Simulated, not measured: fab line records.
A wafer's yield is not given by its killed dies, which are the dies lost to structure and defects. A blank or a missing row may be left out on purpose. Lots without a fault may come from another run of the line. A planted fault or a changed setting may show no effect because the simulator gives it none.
Which tool is to blame?    flow n5 finfet    66 wafers from 22 lots sampled at 6 of the route's 1938 steps

WHAT THE GAUGES SHOWED, per wafer
The record lacks any reading of a measuring or inspecting step that a usual standard deviation could be used to judge.

TOOL THAT RAN EACH LOT (tool first, then ch and the chambers of the sampled wafers, then the start)
lot   N5_BEOL_M2_TRENCH_ETCH_37                      N5_BEOL_M2_ETCH_41                             N5_BEOL_M2_ANNEAL_80          N5_BEOL_M2_ANNEAL_82          N5_BEOL_M3_ETCH_63                  N5_BEOL_M3_STRIP_36
L074  rie diel-02 ch 1,2,3, day 6 15:50 or earlier   rie diel-02 ch 1,2,3, day 6 15:50 or earlier   pvd sputter-03, day 6 15:50   pvd sputter-03, day 6 16:04   rie diel-06 ch 2,3, day 6 20:03     rie diel-06 ch 0,3, day 7 05:29
L075  rie diel-04 ch 0,3, day 7 03:33 or earlier     rie diel-04 ch 0,3, day 7 03:33 or earlier     pvd sputter-02, day 7 03:33   pvd sputter-02, day 7 03:46   rie diel-01 ch 0,2, day 7 07:08     rie diel-01 ch 0,1,3, day 7 08:56
L077  rie diel-02 ch 0,3, day 7 07:10 or earlier     rie diel-02 ch 0,3, day 7 07:10 or earlier     pvd sputter-03, day 7 07:10   pvd sputter-03, day 7 07:23   rie diel-01 ch 0,2,3, day 7 10:37   rie diel-01 ch 0,1,2, day 7 21:53
L076  rie diel-02 ch 1,2, day 7 10:23 or earlier     rie diel-02 ch 1,2, day 7 10:23 or earlier     pvd sputter-03, day 7 10:23   pvd sputter-03, day 7 10:36   rie diel-01 ch 0,2, day 7 14:26     rie diel-06 ch 0,3, day 7 21:55
L078  rie diel-03 ch 1,3, day 8 01:52 or earlier     rie diel-03 ch 1,3, day 8 01:52 or earlier     pvd sputter-03, day 8 01:52   pvd sputter-03, day 8 02:05   rie diel-01 ch 0,1,3, day 8 07:31   rie diel-01 ch 0,3, day 8 14:47
L079  rie diel-03 ch 1,3, day 8 04:34 or earlier     rie diel-03 ch 1,3, day 8 04:34 or earlier     pvd sputter-01, day 8 04:34   pvd sputter-01, day 8 04:47   rie diel-05 ch 0,3, day 8 10:46     rie diel-01 ch 1,2, day 8 17:55
L081  rie diel-04 ch 2,3, day 8 19:38 or earlier     rie diel-04 ch 2,3, day 8 19:38 or earlier     pvd sputter-02, day 8 19:38   pvd sputter-02, day 8 19:52   rie diel-05 ch 1,2,3, day 9 00:19   rie diel-06 ch 0,3, day 9 03:47
L082  rie diel-02 ch 0,2,3, day 9 01:58 or earlier   rie diel-02 ch 0,2,3, day 9 01:58 or earlier   pvd sputter-01, day 9 01:58   pvd sputter-01, day 9 02:11   rie diel-01 ch 0,2,3, day 9 06:35   rie diel-05 ch 1,2,3, day 9 09:19
L080  rie diel-03 ch 0,3, day 9 02:05 or earlier     rie diel-03 ch 0,3, day 9 02:05 or earlier     pvd sputter-02, day 9 02:05   pvd sputter-02, day 9 02:18   rie diel-05 ch 0,2,3, day 9 06:46   rie diel-06 ch 1,2,3, day 9 09:19
L084  rie diel-04 ch 2,3, day 9 11:22 or earlier     rie diel-04 ch 2,3, day 9 11:22 or earlier     pvd sputter-03, day 9 11:22   pvd sputter-03, day 9 11:35   rie diel-06 ch 1,2, day 9 16:16     rie diel-01 ch 1,3, day 10 05:44
L085  rie diel-04 ch 1,2,3, day 9 12:55 or earlier   rie diel-04 ch 1,2,3, day 9 12:55 or earlier   pvd sputter-01, day 9 12:55   pvd sputter-01, day 9 13:08   rie diel-01 ch 2,3, day 9 16:39     rie diel-05 ch 2,3, day 10 05:51
L086  rie diel-02 ch 0,2,3, day 9 17:10 or earlier   rie diel-02 ch 0,2,3, day 9 17:10 or earlier   pvd sputter-02, day 9 17:10   pvd sputter-02, day 9 17:23   rie diel-05 ch 0,1,2, day 9 21:05   rie diel-01 ch 1,2,3, day 10 03:18
L087  rie diel-03 ch 0,1,2, day 9 23:56 or earlier   rie diel-03 ch 0,1,2, day 9 23:56 or earlier   pvd sputter-03, day 9 23:56   pvd sputter-03, day 10 00:10  rie diel-06 ch 1,2,3, day 10 03:52  rie diel-01 ch 0,2, day 10 13:21
L088  rie diel-02 ch 0,1,3, day 10 04:10 or earlier  rie diel-02 ch 0,1,3, day 10 04:10 or earlier  pvd sputter-01, day 10 04:10  pvd sputter-01, day 10 04:23  rie diel-06 ch 0,1,2, day 10 07:53  rie diel-05 ch 1,2,3, day 10 12:53
L089  rie diel-03 ch 1,2,3, day 10 11:04 or earlier  rie diel-03 ch 1,2,3, day 10 11:04 or earlier  pvd sputter-02, day 10 11:04  pvd sputter-02, day 10 11:17  rie diel-05 ch 0,1,3, day 10 15:16  rie diel-06 ch 1,2,3, day 10 22:50
L090  rie diel-03 ch 0,2,3, day 10 22:29 or earlier  rie diel-03 ch 0,2,3, day 10 22:29 or earlier  pvd sputter-01, day 10 22:29  pvd sputter-01, day 10 22:43  rie diel-05 ch 0,1,2, day 11 04:13  rie diel-01 ch 0,2,3, day 11 06:11
L092  rie diel-02 ch 0,1,2, day 11 04:47 or earlier  rie diel-02 ch 0,1,2, day 11 04:47 or earlier  pvd sputter-01, day 11 04:47  pvd sputter-01, day 11 05:01  rie diel-05 ch 0,1, day 11 12:19    rie diel-01 ch 0,2,3, day 11 17:02
L091  rie diel-02 ch 0,3, day 11 13:47 or earlier    rie diel-02 ch 0,3, day 11 13:47 or earlier    pvd sputter-03, day 11 13:47  pvd sputter-03, day 11 14:00  rie diel-06 ch 0,3, day 11 17:46    rie diel-06 ch 1,3, day 11 23:51
L093  rie diel-03 ch 1,3, day 11 15:17 or earlier    rie diel-03 ch 1,3, day 11 15:17 or earlier    pvd sputter-02, day 11 15:17  pvd sputter-02, day 11 15:31  rie diel-06 ch 2,3, day 11 19:08    rie diel-01 ch 1,3, day 12 05:11
L094  rie diel-04 ch 1,3, day 12 00:06 or earlier    rie diel-04 ch 1,3, day 12 00:06 or earlier    pvd sputter-01, day 12 00:06  pvd sputter-01, day 12 00:19  rie diel-05 ch 0,3, day 12 04:13    rie diel-05 ch 0,1,2, day 12 09:57
L095  rie diel-02 ch 1,2,3, day 12 10:55 or earlier  rie diel-02 ch 1,2,3, day 12 10:55 or earlier  pvd sputter-03, day 12 10:55  pvd sputter-03, day 12 11:08  rie diel-01 ch 0,1,2, day 12 18:51  rie diel-06 ch 1,3, day 12 21:05
L097  rie diel-03 ch 0,1,2, day 13 01:34 or earlier  rie diel-03 ch 0,1,2, day 13 01:34 or earlier  pvd sputter-02, day 13 01:34  pvd sputter-02, day 13 01:47  rie diel-01 ch 0,2,3, day 13 05:38  rie diel-06 ch 0,1,2, day 13 13:27
- N5_BEOL_M2_TRENCH_ETCH_37: etches SiOC in C4F6/O2, target depth 55.555 nm, time 29.2 s.
- N5_BEOL_M2_ETCH_41: etches SiCN in CH3F/O2, target depth 29.9 nm, time 52.5 s.
- N5_BEOL_M2_ANNEAL_80: time 240 s.
- N5_BEOL_M2_ANNEAL_82: time 240 s.
- N5_BEOL_M3_ETCH_63: etches SiARC in CF4, target depth 15.6 nm, time 26 s.
- N5_BEOL_M3_STRIP_36: strips in N2/H2.

WHAT THE TOOLS THEMSELVES READ (means of the sampled wafers that have a number; where no wafer has one, the mark that the record gives instead)
N5_BEOL_M2_TRENCH_ETCH_37.
lot   tool         drypump motor current A (A)  oes product au (a.u.)  rf vpp V (V)  showerhead plenum p Torr (Torr)  throttle valve pct (%)
L074  rie diel-02  5.6                          0.84                   669           2.86                             20.6
L075  rie diel-04  5.4                          0.69                   673           2.79                             20.9
L077  rie diel-02  5.2                          0.87                   675           2.93                             20.9
L076  rie diel-02  5.6                          0.80                   660           2.78                             20.6
L078  rie diel-03  5.2                          0.81                   676           2.84                             20.6
L079  rie diel-03  5.2                          0.81                   676           2.83                             20.6
L081  rie diel-04  5.8                          0.94                   666           2.79                             20.5
L082  rie diel-02  5.2                          0.81                   669           2.83                             20.9
L080  rie diel-03  5.8                          0.85                   676           2.85                             21.0
L084  rie diel-04  5.5                          0.93                   665           2.79                             20.5
L085  rie diel-04  5.7                          0.86                   673           2.84                             20.8
L086  rie diel-02  5.2                          0.80                   667           2.83                             20.9
L087  rie diel-03  5.8                          0.80                   689           2.78                             20.8
L088  rie diel-02  5.6                          0.84                   669           2.83                             20.8
L089  rie diel-03  5.5                          0.74                   679           2.84                             20.7
L090  rie diel-03  5.7                          0.75                   680           2.84                             20.9
L092  rie diel-02  5.5                          0.81                   662           2.74                             20.8
L091  rie diel-02  5.2                          0.81                   675           2.91                             20.9
L093  rie diel-03  5.2                          0.75                   667           2.88                             20.8
L094  rie diel-04  6.1                          0.75                   677           2.88                             21.0
L095  rie diel-02  5.6                          0.85                   668           2.84                             20.6
L097  rie diel-03  5.8                          0.86                   687           2.77                             20.7

N5_BEOL_M2_ETCH_41.
lot   tool         CH3F_flow_sccm (sccm)  drypump motor current A (A)  oes product au (a.u.)  rf vpp V (V)  showerhead plenum p Torr (Torr)  throttle valve pct (%)
L074  rie diel-02  30.11                  5.6                          0.85                   297.8         2.02                             16.1
L075  rie diel-04  30.06                  5.3                          0.69                   296.9         1.96                             16.5
L077  rie diel-02  29.96                  5.2                          0.88                   298.3         2.05                             16.3
L076  rie diel-02  29.97                  5.5                          0.80                   296.2         1.95                             16.1
L078  rie diel-03  30.09                  5.2                          0.81                   296.5         2.00                             16.1
L079  rie diel-03  29.96                  5.2                          0.81                   297.7         1.99                             16.1
L081  rie diel-04  30.05                  5.8                          0.94                   297.3         1.96                             16.0
L082  rie diel-02  29.97                  5.2                          0.82                   297.9         1.99                             16.3
L080  rie diel-03  29.87                  5.8                          0.85                   296.9         2.00                             16.5
L084  rie diel-04  29.96                  5.4                          0.92                   296.9         1.96                             16.0
L085  rie diel-04  29.97                  5.7                          0.85                   296.9         1.99                             16.2
L086  rie diel-02  30.04                  5.2                          0.81                   296.2         1.99                             16.3
L087  rie diel-03  29.97                  5.8                          0.80                   297.0         1.95                             16.3
L088  rie diel-02  29.99                  5.6                          0.84                   297.4         1.99                             16.2
L089  rie diel-03  30.02                  5.4                          0.74                   296.3         1.99                             16.3
L090  rie diel-03  29.96                  5.7                          0.76                   297.0         2.00                             16.4
L092  rie diel-02  30.05                  5.6                          0.80                   297.0         1.92                             16.3
L091  rie diel-02  30.01                  5.2                          0.82                   297.5         2.04                             16.4
L093  rie diel-03  29.98                  5.2                          0.74                   298.5         2.03                             16.3
L094  rie diel-04  29.94                  6.1                          0.76                   297.4         2.02                             16.5
L095  rie diel-02  30.01                  5.6                          0.86                   296.4         2.00                             16.0
L097  rie diel-03  29.97                  5.8                          0.85                   296.4         1.95                             16.2

N5_BEOL_M2_ANNEAL_80.
lot   tool            heater power w (W)
L074  pvd sputter-03  833
L075  pvd sputter-02  829
L077  pvd sputter-03  934
L076  pvd sputter-03  990
L078  pvd sputter-03  997
L079  pvd sputter-01  686
L081  pvd sputter-02  753
L082  pvd sputter-01  721
L080  pvd sputter-02  918
L084  pvd sputter-03  809
L085  pvd sputter-01  755
L086  pvd sputter-02  835
L087  pvd sputter-03  935
L088  pvd sputter-01  726
L089  pvd sputter-02  911
L090  pvd sputter-01  728
L092  pvd sputter-01  734
L091  pvd sputter-03  830
L093  pvd sputter-02  893
L094  pvd sputter-01  724
L095  pvd sputter-03  763
L097  pvd sputter-02  825

N5_BEOL_M2_ANNEAL_82.
lot   tool            heater power w (W)
L074  pvd sputter-03  818
L075  pvd sputter-02  824
L077  pvd sputter-03  939
L076  pvd sputter-03  991
L078  pvd sputter-03  984
L079  pvd sputter-01  686
L081  pvd sputter-02  749
L082  pvd sputter-01  726
L080  pvd sputter-02  923
L084  pvd sputter-03  826
L085  pvd sputter-01  757
L086  pvd sputter-02  848
L087  pvd sputter-03  930
L088  pvd sputter-01  728
L089  pvd sputter-02  921
L090  pvd sputter-01  728
L092  pvd sputter-01  727
L091  pvd sputter-03  816
L093  pvd sputter-02  903
L094  pvd sputter-01  726
L095  pvd sputter-03  760
L097  pvd sputter-02  826

N5_BEOL_M3_ETCH_63.
lot   tool         cf4 flow sccm (sccm)  drypump motor current A (A)  etch rf on time s (s)  oes product au (a.u.)  rf vpp V (V)  showerhead plenum p Torr (Torr)  throttle valve pct (%)
L074  rie diel-06  99.9                  5.38                         25.6                   0.70                   183.5         2.10                             15.59
L075  rie diel-01  100.1                 5.82                         26.0                   0.74                   183.9         2.17                             15.51
L077  rie diel-01  99.8                  5.71                         26.0                   0.68                   184.9         2.18                             15.51
L076  rie diel-01  100.1                 5.81                         26.1                   0.73                   184.3         2.17                             15.52
L078  rie diel-01  100.0                 5.93                         26.1                   0.67                   184.7         2.20                             15.65
L079  rie diel-05  100.4                 5.71                         25.5                   0.62                   183.0         2.16                             15.78
L081  rie diel-05  100.1                 5.47                         25.5                   0.68                   184.5         2.15                             15.60
L082  rie diel-01  100.1                 5.71                         25.9                   0.65                   184.4         2.17                             15.53
L080  rie diel-05  99.7                  5.71                         25.6                   0.66                   184.0         2.17                             15.67
L084  rie diel-06  100.4                 5.37                         26.3                   0.74                   184.1         2.18                             15.46
L085  rie diel-01  100.1                 5.60                         25.7                   0.61                   183.8         2.18                             15.53
L086  rie diel-05  100.0                 5.61                         25.5                   0.68                   184.3         2.18                             15.49
L087  rie diel-06  99.9                  5.39                         26.3                   0.70                   182.6         2.13                             15.56
L088  rie diel-06  99.9                  5.56                         26.7                   0.66                   184.1         2.18                             15.60
L089  rie diel-05  100.2                 5.60                         25.7                   0.64                   184.2         2.16                             15.62
L090  rie diel-05  99.9                  5.63                         25.6                   0.67                   184.8         2.18                             15.51
L092  rie diel-05  99.8                  5.50                         25.4                   0.67                   184.8         2.17                             15.43
L091  rie diel-06  99.7                  5.66                         26.4                   0.64                   183.9         2.17                             15.69
L093  rie diel-06  100.1                 5.38                         25.5                   0.66                   183.1         2.09                             15.67
L094  rie diel-05  100.2                 5.70                         26.4                   0.60                   184.3         2.15                             15.83
L095  rie diel-01  100.4                 5.77                         25.9                   0.79                   184.3         2.16                             15.46
L097  rie diel-01  99.8                  5.70                         25.9                   0.72                   184.2         2.16                             15.45

N5_BEOL_M3_STRIP_36.
lot   tool         drypump motor current A (A)  oes product au (a.u.)  rf vpp V (V)  showerhead plenum p Torr (Torr)  throttle valve pct (%)
L074  rie diel-06  5.52                         0.82                   59.0          2.54                             23.9
L075  rie diel-01  5.93                         0.80                   58.1          2.62                             23.9
L077  rie diel-01  5.78                         0.76                   59.2          2.58                             23.9
L076  rie diel-06  5.47                         0.81                   59.4          2.53                             23.9
L078  rie diel-01  5.86                         0.80                   57.7          2.62                             23.6
L079  rie diel-01  5.52                         0.67                   60.2          2.55                             23.8
L081  rie diel-06  5.65                         0.76                   58.8          2.58                             23.9
L082  rie diel-05  5.48                         0.77                   59.4          2.55                             23.7
L080  rie diel-06  5.37                         0.85                   59.0          2.53                             23.5
L084  rie diel-01  5.82                         0.71                   60.9          2.62                             23.7
L085  rie diel-05  5.55                         0.78                   59.4          2.56                             23.8
L086  rie diel-01  5.68                         0.69                   58.7          2.58                             23.8
L087  rie diel-01  5.84                         0.79                   58.8          2.57                             23.9
L088  rie diel-05  5.47                         0.76                   60.4          2.55                             23.7
L089  rie diel-06  5.38                         0.81                   58.4          2.53                             23.5
L090  rie diel-01  5.71                         0.75                   59.5          2.57                             23.7
L092  rie diel-01  5.70                         0.74                   59.8          2.57                             23.7
L091  rie diel-06  5.31                         0.84                   58.6          2.51                             23.7
L093  rie diel-01  5.81                         0.80                   59.1          2.61                             23.6
L094  rie diel-05  5.62                         0.77                   58.5          2.59                             23.8
L095  rie diel-06  5.29                         0.87                   58.4          2.54                             23.3
L097  rie diel-06  5.55                         0.76                   60.1          2.57                             23.5

THE ANSWER, worked out from the rows above alone
Rule: the usual values come from the lots themselves. Put in order of their means at a reading, lots are off if they are a third of the lots or fewer, leave a main group of 4 or more, and stand apart from it by a gap of 3 or more times the standard deviation of the main group's means; of several such gaps the widest counts. A main group whose means are all the same, to the digits that the tables above print for the reading, isn't used. A lot without any number at a reading at which 4 lots or more have one is off too. The other lots that the step has rows for count as sound. First the gauges in route order, then the tools' own readings, where a lot's mean is used as printed above. The first step at which some lot is off is used, and at that step the reading that is off furthest; a lot without a number counts as furthest.
None of the lots is off at any reading shown; this tells nothing.

WHAT THE SIMULATOR HAD PUT IN
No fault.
